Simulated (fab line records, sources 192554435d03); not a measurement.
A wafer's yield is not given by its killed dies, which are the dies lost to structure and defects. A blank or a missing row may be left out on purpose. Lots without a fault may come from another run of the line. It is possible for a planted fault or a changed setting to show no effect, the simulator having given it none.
Struck lot and sound lot, side by side -- flow n5-finfet -- 39 steps out of a route of 1938
Sound: wafers L672.2, L672.3, L672.5. Struck: wafers L679.1, L679.2, L679.3. Last of all comes the cause.
At each step with rows: each side's tool, then ch and its chambers, then its first start. Under that, the readings that differ: sound wafers -- struck wafers -- difference of the means -- sigmas: that difference in standard deviations of wafers without a fault.
alike: same words and numbers on both sides, and readings whose means sit less than 2 such deviations apart. not compared: any withheld reading, any reading some wafer has no value for, any bound like >300 that may hide the same value, and any number with overlapping values for which the record gives no deviation.
A row with sigmas, a row that says differs or no value, or rows on one side alone: a step with any of these is where the two part. When numbers do not overlap yet have no deviation, they are printed without sigmas and do not part them. A reading missing from all wafers of one side parts the sides only when that side holds two or more wafers.

first, 9 steps without rows for these wafers: N5_STI_FIN_REVEAL_PRECLEAN_18 (cleans in SC2, time 45 s); N5_STI_FIN_REVEAL_SRD_28 (time 30 s); N5_DUMMY_GATE_PRECLEAN_00 (cleans in O3/DIW, time 60 s); N5_DUMMY_GATE_SRD_01 (time 30 s); N5_DUMMY_GATE_ALD_02 (deposits SiO2, target thk 2 nm, pulse time 1 s); N5_DUMMY_GATE_CVD_03 (deposits a-Si from SiH4, target thk 150 nm, time 8042 s); N5_DUMMY_GATE_PRECLEAN_46 (cleans in DIW, time 89.5 s); N5_DUMMY_GATE_SRD_47 (dry time 32 s); N5_DUMMY_GATE_CMP_04 (polishes a-Si).
N5_DUMMY_GATE_HM_DEP_06: deposits SiNx from DCS/NH3, target thk 80 nm, time 5141 s.
  sound on lpcvd-02 ch 0/45,0/50,0/59, day 4 18:49; struck on lpcvd-01 ch 1/15,1/20,1/25, day 6 14:50
  no value came back on the struck wafers for pressure-mtorr (mTorr), spike-tc-bottom-C (C), spike-tc-centre-C (C), zone-power-top-pct (%); on the sound wafers pressure-mtorr (mTorr) reads 300.8 300.8 300.8
then, 10 steps without rows for these wafers: N5_DUMMY_GATE_PECVD_30 (deposits SiO2 from TEOS/O2, target thk 55 nm, time 10.8 s); N5_DUMMY_GATE_COAT_34 (time 60 s, resist thk 60 nm); N5_DUMMY_GATE_COAT_35 (time 60 s, resist thk 10 nm); N5_DUMMY_GATE_COAT_28 (time 60 s, resist thk 10 nm); N5_DUMMY_GATE_COAT_09 (resist thk 30 nm); N5_DUMMY_GATE_EBR_11; N5_DUMMY_GATE_SOFTBAKE_10 (time 60 s); N5_DUMMY_GATE_EXPOSE_12 (exposes mask GATE, target cd 25 nm); N5_DUMMY_GATE_PEB_13 (peb time 60 s); N5_DUMMY_GATE_DEVELOP_14 (develop time 30 s).
N5_DUMMY_GATE_OVL_MEAS_16:
  sound on overlay-02 ch 0, day 4 23:07; struck on overlay-01 ch 0, day 6 21:14
  alike: GATE_OVL
then, 14 steps without rows for these wafers: N5_DUMMY_GATE_DESCUM_20 (chemistry O2, time 6.2 s); N5_DUMMY_GATE_ETCH_29 (etches underlayer in N2/H2, target depth 13 nm); N5_DUMMY_GATE_ETCH_36 (etches SiARC in CF4, target depth 13 nm); N5_DUMMY_GATE_ETCH_37 (etches SOC in N2/H2, target depth 60 nm, overetch 30 nm); N5_DUMMY_GATE_STRIP_38 (strips in N2/H2); N5_DUMMY_GATE_STRIP_39 (strips in N2/H2); N5_DUMMY_GATE_TRIM_49 (chemistry O2, time 29 s, target cd 14 nm); N5_DUMMY_GATE_STRIP_40 (strips in CF4); N5_DUMMY_GATE_ETCH_31 (etches SiO2 in C4F6/O2, target depth 82.5 nm, time 27.5 s); N5_DUMMY_GATE_STRIP_41 (strips in O2); N5_DUMMY_GATE_HM_OPEN_21 (chemistry CH3F/O2, target SiNx, target depth 120 nm, time 171.4 s); N5_DUMMY_GATE_ETCH_32 (etches SiO2 in CF4, target depth 3.5 nm, time 3.9 s); N5_DUMMY_GATE_ETCH_23 (etches poly-Si in HBr/Cl2/O2, target depth 41 nm, time 22.3 s); N5_DUMMY_GATE_ETCH_44 (etches poly-Si in HBr/O2, stops on SiO2, target depth 127.5 nm).
N5_DUMMY_GATE_CD_MEAS_24: the cd target is 15 nm.
  sound on cd-sem-02 at day 5 00:32; struck on cd-sem-01 at day 6 22:37
reading,sound,struck,difference,sigmas
cd-nm (nm),14.3 15.2 15.3,- - -,no value on the struck wafers,
N5_DUMMY_GATE_INSPECT_27: inspects for defects (brightfield).
  sound on defect-inspect-02 at day 5 00:49; struck on defect-inspect-01 at day 6 22:56
reading,sound,struck,difference,sigmas
raw-defect-count,183 247 176,2799 2680 2724,+2532,+35
N5_BEOL_M4_RC_MEAS_101:
  the record has rows for the sound wafers here (prober-02 ch 0, day 10 03:14) and none for the struck ones
-- here the record skips 9 days between the struck wafers' starts before and after, leaving off in module BEOL_M4 and picking up in module PASSIVATION (first step shown: number 1936 of the route) --
N5_PASSIVATION_PROBE_49:
  sound on prober-02 at day 14 03:46; struck on prober-02 at day 16 00:01
reading,sound,struck,difference,sigmas
defect-limited-yield (%),91.4 91.8 90.8,0 0 0,-91,-57
killed_at_M0_to_M3,23 37 29,4 6 6,-24,-2
killed-at-contacts,25 23 12,1 5 2,-17,-3
killed-at-front-end,41 30 58,1167 1168 1169,+1125,+94
killed-dies,101 97 108,1180 1180 1180,+1078,+57
killed-on-rim,10 15 10,152 152 152,+140,+35
killed-open,75 68 69,18 15 13,-55,-4
killed-short,26 29 36,6 6 8,-24,-3
sort_bin_5_function (%),5.1 4.3 5.7,75.1 73.5 73.9,+69.1,+69
sort-n-pass,1079 1083 1072,0 0 0,-1078,-57
sort-yield-pct (%),91.4 91.8 90.8,0 0 0,-91,-57
  alike: killed_at_M4_up, killed-at-other, sort_bin_6_memory

## WHERE THEY PART
First at N5_DUMMY_GATE_HM_DEP_06; last, within this record, at N5_PASSIVATION_PROBE_49.

WHY: what the simulator had put in
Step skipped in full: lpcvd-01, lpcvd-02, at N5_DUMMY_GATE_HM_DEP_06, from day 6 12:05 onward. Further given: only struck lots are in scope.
